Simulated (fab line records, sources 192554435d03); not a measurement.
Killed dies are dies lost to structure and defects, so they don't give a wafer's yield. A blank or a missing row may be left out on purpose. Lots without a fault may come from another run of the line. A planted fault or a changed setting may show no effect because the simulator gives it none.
One fault seen from 2 desks | flow n5_finfet | each desk has only its own numbers; what lay behind them comes last

THE TOOL OWNER'S DESK: litho_track-03
The tool's own readings at N5_MOL_CONTACT_COAG_COAT_75 (time 60 s, resist thk 60 nm): means of the sampled wafers that have a number, for each lot that ran on this tool. A lot is out of limits, marked OUT, if its mean lies more than 4 standard deviations from the usual mean; the brackets give that distance.
Columns: A = spin_speed_rpm at N5_MOL_CONTACT_COAG_COAT_75, usual 1500.0 rpm
lot  | first seen here | A
L480 | day 7 01:42     | 1538.9 (+44) OUT
L482 | day 7 06:42     | 1537.9 (+43) OUT
L497 | day 10 19:11    | 1500.2
This desk's finding: out of limits on L480, L482; first on L480, day 7 01:42 (spin_speed_rpm at N5_MOL_CONTACT_COAG_COAT_75). In limits: L497.

THE METROLOGY DESK
What the gauges read, lot by lot, whatever tool the lot ran on: means of the sampled wafers that have a number. A lot is out of limits, marked OUT, if its mean lies more than 4 standard deviations from the usual mean; the brackets give that distance. Of its 10 readings 7 are shown: those that lie furthest out on some lot.
Columns: A = DIBL_P at N5_BEOL_M4_RC_MEAS_101, usual 35.9 mV/V; B = IOFF_N at N5_BEOL_M4_RC_MEAS_101, usual 0.16 nA/um; C = IOFF_P at N5_BEOL_M4_RC_MEAS_101, usual 0.21 nA/um; D = ION_N at N5_BEOL_M4_RC_MEAS_101, usual 672 uA/um; E = ION_P at N5_BEOL_M4_RC_MEAS_101, usual 461 uA/um; F = SS_P at N5_BEOL_M4_RC_MEAS_101, usual 73.2 mV/dec; G = VT_P at N5_BEOL_M4_RC_MEAS_101, usual -251 mV
lot  | first seen here | A    | B    | C    | D   | E   | F    | G
L482 | day 9 21:35     | 37.3 | 0.17 | 0.22 | 675 | 463 | 73.9 | -252
L480 | day 10 01:08    | 35.5 | 0.12 | 0.16 | 658 | 452 | 72.5 | -255
L487 | day 11 16:33    | 36.6 | 0.16 | 0.21 | 676 | 463 | 73.3 | -249
L497 | day 13 23:54    | 33.3 | 0.11 | 0.18 | 661 | 461 | 72.5 | -254
This desk's finding: nothing out of limits on any of the 4 lots.

PUT TOGETHER
The tool owner's desk could have raised an alarm at day 7 01:42, on L480, L482.
The metrology desk saw nothing out of limits.
The metrology desk has L480, L482 on record, within its limits.
Of the lots named, all ran N5_MOL_CONTACT_COAG_COAT_75 on litho_track-03.

WHAT THE SIMULATOR HAD PUT IN
Process parameter drift: litho_track-03, from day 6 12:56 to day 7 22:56, at N5_MOL_CONTACT_COAG_COAT_75. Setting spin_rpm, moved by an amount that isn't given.
Lots struck among those shown: L480, L482.
Hours from the fault's start to each desk's first reading out of limits: the tool owner's desk, 13.
